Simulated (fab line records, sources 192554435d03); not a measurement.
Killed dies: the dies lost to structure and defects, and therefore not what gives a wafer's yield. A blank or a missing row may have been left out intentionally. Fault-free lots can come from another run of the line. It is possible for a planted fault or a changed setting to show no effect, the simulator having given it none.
Chamber matching || flow n5Finfet || pecvd-01 running N5_BEOL_M11_DEP_56: 3 sister chambers
The step deposits SiCN from 3MS/NH3, target thk 30 nm, time 10.5 s. 3 wafers are shown with their chamber, then 10 later ones without.

EACH WAFER AND ITS CHAMBER
{"wafer": "L080.1", "chamber": 2, "throttleValvePct (%)": 19.1}
{"wafer": "L088.3", "chamber": 0, "throttleValvePct (%)": 17.2}
{"wafer": "L088.4", "chamber": 1, "throttleValvePct (%)": 18.3}

WAFERS WHOSE CHAMBER IS MISSING
{"wafer": "L088.6", "throttleValvePct (%)": 19.4}
{"wafer": "L087.2", "throttleValvePct (%)": 17.2}
{"wafer": "L087.3", "throttleValvePct (%)": 18.4}
{"wafer": "L087.4", "throttleValvePct (%)": 17.4}
{"wafer": "L091.1", "throttleValvePct (%)": 17.3}
{"wafer": "L091.2", "throttleValvePct (%)": 18.2}
{"wafer": "L091.5", "throttleValvePct (%)": 19.6}
{"wafer": "L092.1", "throttleValvePct (%)": 17.3}
{"wafer": "L092.2", "throttleValvePct (%)": 19.3}
{"wafer": "L092.3", "throttleValvePct (%)": 18.3}

CHAMBER TAKEN BY EACH
{"wafer": "L088.6", "from the rows above": 2, "in truth": 2}
{"wafer": "L087.2", "from the rows above": 0, "in truth": 0}
{"wafer": "L087.3", "from the rows above": 1, "in truth": 1}
{"wafer": "L087.4", "from the rows above": 0, "in truth": 0}
{"wafer": "L091.1", "from the rows above": 0, "in truth": 0}
{"wafer": "L091.2", "from the rows above": 1, "in truth": 1}
{"wafer": "L091.5", "from the rows above": 2, "in truth": 2}
{"wafer": "L092.1", "from the rows above": 0, "in truth": 0}
{"wafer": "L092.2", "from the rows above": 2, "in truth": 2}
{"wafer": "L092.3", "from the rows above": 1, "in truth": 1}
Placed correctly: 10 of 10. Not placeable from these rows: 0. 0 placed wrongly.
How it was worked out, from the rows above alone: a wafer's distance from a chamber is the root of the sum, over the readings, of the square of ((its reading less the chamber's mean) divided by the reading's scatter). If the next closest chamber is less than 2 further off than the closest, the wafer can't be placed; otherwise it belongs to the closest. A chamber's mean is the mean of its shown wafers. The scatter: with one shown wafer a chamber, the root of the mean of the squares of how far each hidden wafer lies from its nearest shown one.
